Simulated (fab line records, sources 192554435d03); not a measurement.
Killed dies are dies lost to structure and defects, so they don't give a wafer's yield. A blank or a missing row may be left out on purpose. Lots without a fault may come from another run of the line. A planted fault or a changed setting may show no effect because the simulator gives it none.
Which tool did it? | flow n5_finfet | 15 lots, 43 wafers sampled, at 4 steps of a route of 1938

WHAT THE GAUGES READ, wafer by wafer
N5_BEOL_M0_SAQP_CD_MEAS_40: target cd 30 nm. Usual: cd_nm 29.9 nm, standard deviation 0.32.
lot  | measured     | on        | cd_nm (nm)     | flag
L177 | day 5 20:13  | cd_sem-02 | 29.7 29.7 29.5 |
L179 | day 6 03:30  | cd_sem-02 | 29.5 30.0 30.0 |
L180 | day 6 10:22  | cd_sem-02 | 30.0 30.1 29.5 |
L181 | day 6 20:02  | cd_sem-02 | 30.4 30.3      |
L182 | day 6 23:08  | cd_sem-01 | 29.9 30.0 29.7 |
L183 | day 7 07:54  | cd_sem-01 | 29.3 29.7 29.7 |
L184 | day 7 11:47  | cd_sem-01 | - - -          | OFF
L185 | day 7 20:15  | cd_sem-01 | - - -          | OFF
L186 | day 7 22:32  | cd_sem-03 | - - -          | OFF
L194 | day 9 20:02  | cd_sem-02 | 29.9 30.0 29.9 |
L195 | day 11 02:05 | cd_sem-02 | 30.2 30.0 29.8 |
L196 | day 11 02:19 | cd_sem-03 | 30.1 29.8 30.8 |
L197 | day 11 02:22 | cd_sem-02 | 30.3 29.8 29.6 |
L198 | day 11 02:50 | cd_sem-02 | 29.8 30.0 30.1 |
L200 | day 11 14:46 | cd_sem-03 | 29.4 30.0      |

WHICH TOOL RAN EACH LOT (tool, then ch and the chambers of the sampled wafers, then the start)
lot  | N5_BEOL_M0_SAQP_HM_OPEN_112        | N5_BEOL_M0_SAQP_MANDREL_ETCH_20  | N5_BEOL_M0_SAQP_DEVELOP_39
L177 | rie_diel-03 ch 0,2,3, day 5 15:58  | rie_si-01 ch 0,1,3, day 5 16:02  | litho_track-05 ch 0, day 5 20:10
L179 | rie_diel-02 ch 0,1,2, day 5 23:04  | rie_si-04 ch 0,1,3, day 5 23:09  | litho_track-05 ch 0, day 6 03:27
L180 | rie_diel-01 ch 0,2,3, day 6 06:39  | rie_si-04 ch 0,2,3, day 6 06:44  | litho_track-03 ch 0, day 6 10:19
L181 | rie_diel-02 ch 1,2, day 6 15:52    | rie_si-04 ch 1,2, day 6 15:56    | litho_track-02 ch 0, day 6 19:59
L182 | rie_diel-01 ch 0,1,2, day 6 18:44  | rie_si-02 ch 1,2, day 6 18:49    | litho_track-03 ch 0, day 6 23:04
L183 | rie_diel-01 ch 1,2, day 7 03:43    | rie_si-02 ch 0,2,3, day 7 03:48  | litho_track-05 ch 0, day 7 07:50
L184 | rie_diel-03 ch 0,2, day 7 06:48    | rie_si-01 ch 0,1,2, day 7 06:53  | litho_track-05, day 7 11:44
L185 | rie_diel-03 ch 0,1,3, day 7 14:41  | rie_si-02 ch 1,2,3, day 7 14:46  | litho_track-02, day 7 20:11
L186 | rie_diel-02 ch 1,2, day 7 18:38    | rie_si-02 ch 0,1, day 7 18:43    | litho_track-03, day 7 22:28
L194 | rie_diel-01 ch 0,3, day 9 16:19    | rie_si-01 ch 1,2,3, day 9 16:23  | litho_track-03 ch 0, day 9 19:58
L195 | rie_diel-02 ch 0,1,3, day 10 20:36 | rie_si-01 ch 2,3, day 10 20:41   | litho_track-03 ch 0, day 11 02:01
L196 | rie_diel-01 ch 1,2, day 10 20:46   | rie_si-02 ch 2,3, day 10 20:51   | litho_track-03 ch 0, day 11 02:15
L197 | rie_diel-02 ch 0,2,3, day 10 20:58 | rie_si-04 ch 0,3, day 10 21:02   | litho_track-03 ch 0, day 11 02:19
L198 | rie_diel-03 ch 1,2,3, day 10 21:06 | rie_si-01 ch 0,1,3, day 10 21:11 | litho_track-03 ch 0, day 11 02:46
L200 | rie_diel-01 ch 0,1, day 11 11:09   | rie_si-04 ch 0,3, day 11 11:15   | litho_track-03 ch 0, day 11 14:42
- N5_BEOL_M0_SAQP_HM_OPEN_112: chemistry CHF3/O2, target SiO2, stops on a-Si, target depth 12 nm, time 13.5 s.
- N5_BEOL_M0_SAQP_MANDREL_ETCH_20: etches a-Si in HBr/Cl2, stops on SiNx, target depth 60 nm, bt time 10 s, time 30 s.
- N5_BEOL_M0_SAQP_DEVELOP_39: develop time 30 s.

WHAT THE TOOLS THEMSELVES READ (means of the sampled wafers that have a number; where no wafer has one, the mark that the record gives instead)
N5_BEOL_M0_SAQP_HM_OPEN_112. Usual: chamber_pressure_mTorr 29.995 mTorr, standard deviation 0.028; drypump_motor_current_A 5.8 A, standard deviation 0.42; mfc_ar_sccm 200.0 sccm, standard deviation 0.63; oes_ar_750_au 0.76 a.u., standard deviation 0.077; oes_product_au 0.50 a.u., standard deviation 0.05; rf_vpp_V 521 V, standard deviation 18; showerhead_plenum_p_Torr 2.43 Torr, standard deviation 0.069; throttle_valve_pct 18.89 %, standard deviation 0.21.
lot  | tool        | chamber_pressure_mTorr (mTorr) | drypump_motor_current_A (A) | mfc_ar_sccm (sccm) | oes_ar_750_au (a.u.) | oes_product_au (a.u.) | rf_vpp_V (V) | showerhead_plenum_p_Torr (Torr) | throttle_valve_pct (%) | flag
L177 | rie_diel-03 | 30.000                         | 6.4                         | 199.9              | 0.81                 | 0.54                  | 522          | 2.49                            | 18.64                  |
L179 | rie_diel-02 | 29.993                         | 5.9                         | 199.8              | 0.74                 | 0.48                  | 522          | 2.42                            | 18.97                  |
L180 | rie_diel-01 | 29.974                         | 5.6                         | 200.1              | 0.77                 | 0.51                  | 524          | 2.44                            | 18.86                  |
L181 | rie_diel-02 | 29.950                         | 5.8                         | 199.3              | 0.74                 | 0.48                  | 510          | 2.41                            | 19.02                  |
L182 | rie_diel-01 | 30.007                         | 5.4                         | 199.9              | 0.78                 | 0.50                  | 513          | 2.44                            | 18.82                  |
L183 | rie_diel-01 | 30.006                         | 5.6                         | 199.7              | 0.76                 | 0.50                  | 505          | 2.39                            | 18.80                  |
L184 | rie_diel-03 | 30.021                         | 6.3                         | 200.6              | 0.74                 | 0.49                  | 523          | 2.43                            | 18.74                  |
L185 | rie_diel-03 | 29.993                         | 6.1                         | 199.6              | 0.80                 | 0.53                  | 515          | 2.48                            | 18.76                  |
L186 | rie_diel-02 | 29.983                         | 5.8                         | 199.9              | 0.74                 | 0.48                  | 506          | 2.38                            | 19.06                  |
L194 | rie_diel-01 | 30.016                         | 6.0                         | 199.8              | 0.70                 | 0.45                  | 518          | 2.41                            | 18.89                  |
L195 | rie_diel-02 | 29.990                         | 5.8                         | 199.7              | 0.78                 | 0.51                  | 532          | 2.37                            | 18.96                  |
L196 | rie_diel-01 | 29.991                         | 5.6                         | 200.3              | 0.91                 | 0.59                  | 504          | 2.38                            | 18.57                  |
L197 | rie_diel-02 | 29.994                         | 5.9                         | 200.1              | 0.78                 | 0.51                  | 539          | 2.44                            | 18.91                  |
L198 | rie_diel-03 | 30.018                         | 6.2                         | 200.4              | 0.77                 | 0.50                  | 524          | 2.44                            | 18.86                  |
L200 | rie_diel-01 | 29.978                         | 5.4                         | 200.2              | 0.83                 | 0.54                  | 500          | 2.43                            | 18.62                  |

N5_BEOL_M0_SAQP_MANDREL_ETCH_20. Usual: chamber_pressure_mTorr 10.000 mTorr, standard deviation 0.0099; drypump_motor_current_A 5.6 A, standard deviation 0.52; mfc_cl2_sccm 80.01 sccm, standard deviation 0.26; oes_product_au 0.769 a.u., standard deviation 0.018; throttle_valve_pct 35.3 %, standard deviation 0.46.
lot  | tool      | chamber_pressure_mTorr (mTorr) | drypump_motor_current_A (A) | mfc_cl2_sccm (sccm) | oes_product_au (a.u.) | throttle_valve_pct (%) | flag
L177 | rie_si-01 | 9.999                          | 5.9                         | 80.14               | 0.769                 | 35.0                   |
L179 | rie_si-04 | 10.004                         | 5.6                         | 80.15               | 0.765                 | 35.6                   |
L180 | rie_si-04 | 9.995                          | 5.3                         | 79.96               | 0.757                 | 35.6                   |
L181 | rie_si-04 | 9.997                          | 5.4                         | 79.93               | 0.788                 | 35.5                   |
L182 | rie_si-02 | 10.007                         | 5.6                         | 80.30               | 0.776                 | 34.9                   |
L183 | rie_si-02 | 10.005                         | 5.6                         | 80.02               | 0.752                 | 35.6                   |
L184 | rie_si-01 | 9.998                          | 5.3                         | 80.12               | 0.788                 | 35.1                   |
L185 | rie_si-02 | 10.008                         | 5.6                         | 79.93               | 0.769                 | 35.1                   |
L186 | rie_si-02 | 9.997                          | 5.8                         | 79.92               | 0.760                 | 35.6                   |
L194 | rie_si-01 | 9.998                          | 5.5                         | 79.99               | 0.779                 | 35.3                   |
L195 | rie_si-01 | 10.004                         | 5.3                         | 80.39               | 0.775                 | 35.4                   |
L196 | rie_si-02 | 9.998                          | 5.4                         | 79.92               | 0.765                 | 35.3                   |
L197 | rie_si-04 | 9.998                          | 5.4                         | 79.97               | 0.761                 | 35.4                   |
L198 | rie_si-01 | 9.993                          | 5.9                         | 80.34               | 0.770                 | 35.0                   |
L200 | rie_si-04 | 9.998                          | 5.4                         | 79.80               | 0.738                 | 35.6                   |

N5_BEOL_M0_SAQP_DEVELOP_39. Usual: chill_plate_temp_C 23.00 C, standard deviation 0.11; developer_temp_C 22.97 C, standard deviation 0.1.
lot  | tool           | chill_plate_temp_C (C) | developer_temp_C (C) | flag
L177 | litho_track-05 | 22.99                  | 22.92                |
L179 | litho_track-05 | 22.97                  | 22.92                |
L180 | litho_track-03 | 23.09                  | 23.06                |
L181 | litho_track-02 | 22.93                  | 22.84                |
L182 | litho_track-03 | 22.96                  | 23.07                |
L183 | litho_track-05 | 23.06                  | 22.92                |
L184 | litho_track-05 | -                      | -                    | OFF
L185 | litho_track-02 | -                      | -                    | OFF
L186 | litho_track-03 | -                      | -                    | OFF
L194 | litho_track-03 | 23.04                  | 22.92                |
L195 | litho_track-03 | 23.10                  | 23.02                |
L196 | litho_track-03 | 22.86                  | 22.97                |
L197 | litho_track-03 | 22.96                  | 22.99                |
L198 | litho_track-03 | 22.86                  | 22.91                |
L200 | litho_track-03 | 23.06                  | 22.91                |

THE ANSWER, worked out from the rows above alone
Rule: a lot is off if the mean of its wafers that have a number lies more than 3 standard deviations from the usual mean. A lot without any number at a reading at which 4 lots or more have one is off too. The other lots that the step has rows for count as sound. The gauges are gone through in route order, then the tools' own readings, and for those a lot's mean is taken as printed above. The first step at which some lot is off is used, and at that step the reading that is off furthest; a lot without a number counts as furthest.
Off: L184, L185, L186, at N5_BEOL_M0_SAQP_CD_MEAS_40 (cd_nm). Without a number there: L184, L185, L186.
A tool fits if, at a process step before that reading, it ran every lot that is off, and no sound lot after the first of them. The gauges at N5_BEOL_M0_SAQP_CD_MEAS_40 aren't tried: what is off there is off at N5_BEOL_M0_SAQP_DEVELOP_39 too, on other tools, and a gauge's error can't cause that. None of those tried fits.

WHAT THE SIMULATOR HAD PUT IN
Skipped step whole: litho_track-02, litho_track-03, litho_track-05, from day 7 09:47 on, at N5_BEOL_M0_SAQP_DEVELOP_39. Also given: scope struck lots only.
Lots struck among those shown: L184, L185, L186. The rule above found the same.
